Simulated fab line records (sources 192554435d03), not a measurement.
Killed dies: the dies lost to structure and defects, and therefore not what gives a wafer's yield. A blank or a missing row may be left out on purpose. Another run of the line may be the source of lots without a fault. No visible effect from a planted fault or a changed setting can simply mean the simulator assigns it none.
Split-lot study	flow n5-finfet	7 lots, 21 wafers read, on a route of 1938 steps

THE SPLIT
At N5_BEOL_M4_ILD_DEP_00 (deposits SiOC from DEMS/O2, target thk 79 nm, time 15.3 s), the setting time-s was moved away from the recipe's 15.3 s on 8 of the 21 wafers read, by -13.3% to +11.0%. For the rest of the wafers, this setting stayed at what the recipe calls for.

Split to reading: the file shows no intervening step.

THE READING
M4_ILD_THK, in nm, at N5_BEOL_M4_THK_MEAS_01. On this fab line, fault-free wafers typically give 78.9 nm with a standard deviation of 0.96 nm.

wafer	tool, chamber at the split	time-s as run, s	against the recipe	M4_ILD_THK, nm	against lot-mates on the recipe
L074.2	pecvd-02, 2	16.98	+11.0%	86.2	+8.0
L074.3	pecvd-02, 1	15.3	recipe	78.0	-
L074.4	pecvd-02, 1	15.3	recipe	78.3	-
L076.1	pecvd-01, 2	15.3	recipe	78.3	-
L076.3	pecvd-01, 0	15.3	recipe	78.1	-
L076.6	pecvd-01, 1	13.27	-13.3%	69.5	-8.7
L082.1	pecvd-02, 1	15.3	recipe	77.2	-
L082.4	pecvd-02, 0	14.52	-5.1%	74.0	-3.2
L082.5	pecvd-02, 1	14.52	-5.1%	74.3	-2.9
L086.2	pecvd-03, 2	13.6	-11.1%	69.6	-9.6
L086.5	pecvd-03, 0	15.3	recipe	79.2	-
L086.6	pecvd-03, 1	13.6	-11.1%	70.9	-8.3
L095.2	pecvd-03, 2	15.3	recipe	79.2	-
L095.4	pecvd-03, 0	15.3	recipe	78.9	-
L095.5	pecvd-03, 2	15.3	recipe	79.6	-
L094.2	pecvd-02, 2	14.25	-6.9%	72.3	-6.3
L094.3	pecvd-02, 0	15.3	recipe	77.4	-
L094.4	pecvd-02, 0	15.3	recipe	79.7	-
L097.1	pecvd-02, 2	15.3	recipe	78.6	-
L097.3	pecvd-02, 0	15.3	recipe	77.9	-
L097.6	pecvd-02, 0	16.76	+9.5%	86.6	+8.3

FIT RESULTS
A straight line over all 21 wafers: M4_ILD_THK changes by +0.75 nm for each +1% of time-s; r = +0.98; the points scatter about the line by 0.8 nm.
The same after taking each lot's own level away (the mean of its wafers on the recipe; 21 wafers): +0.762 nm for each +1%; r = +0.99; scatter 0.73 nm.
On that fit, the largest move of time-s shifts the reading by 10 nm.
Measured against the standard deviation above, the lots' own levels, which go from 77.20 to 79.23 nm, span 2.1 times it.
The two slopes agree, so the slope changes little with the lot-to-lot level.
Check: -10.5 nm against its lot-mates is what the line predicts for one of the wafers moved furthest among these (-13.3%) when that wafer is left out of the fit. It came out at -8.7 nm against them.

OTHER SPLITS APPLIED TO THESE WAFERS
Other splits were also applied to these wafers ahead of the reading. Each is held against what the fit with the lots' levels taken away leaves over:
other split on the same wafers	wafers away from the commonest value	r with M4_ILD_THK (lot level and that fit taken away)
N5_BEOL_M0_SAQP_EXPOSE_11 dose-mj	6	+0.10
N5_BEOL_M1_ETCH_64 source-w	5	-0.12
N5_BEOL_M1_COAT_68 spin-rpm	7	-0.22
N5_BEOL_M2_COAT_62 spin-rpm	6	+0.45
N5_BEOL_M2_ETCH_74 source-w	9	+0.29
N5_BEOL_M3_COAT_22 spin-rpm	11	-0.31
N5_BEOL_M3_EXPOSE_25 dose-mj	10	+0.49

THE WHOLE CHAIN: every reading that the file lists as answering this split, in the file's order
step	what it does	reading	change (the file's fit)	r (the file's)
N5_BEOL_M4_ILD_DEP_00	deposits SiOC from DEMS/O2, target thk 79 nm, time 15.3 s	SiOC_of_BEOL_M4_ILD_DEP_00.thk-nm (the simulator's own value, which no gauge read)	+0.761 nm for each +1% of the setting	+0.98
N5_BEOL_M4_THK_MEAS_01		M4_ILD_THK	+0.756 for each +1% of the setting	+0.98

THE FILE'S OWN FIT
M4_ILD_THK changes by +0.756 nm for each +1% of time-s, r = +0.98.
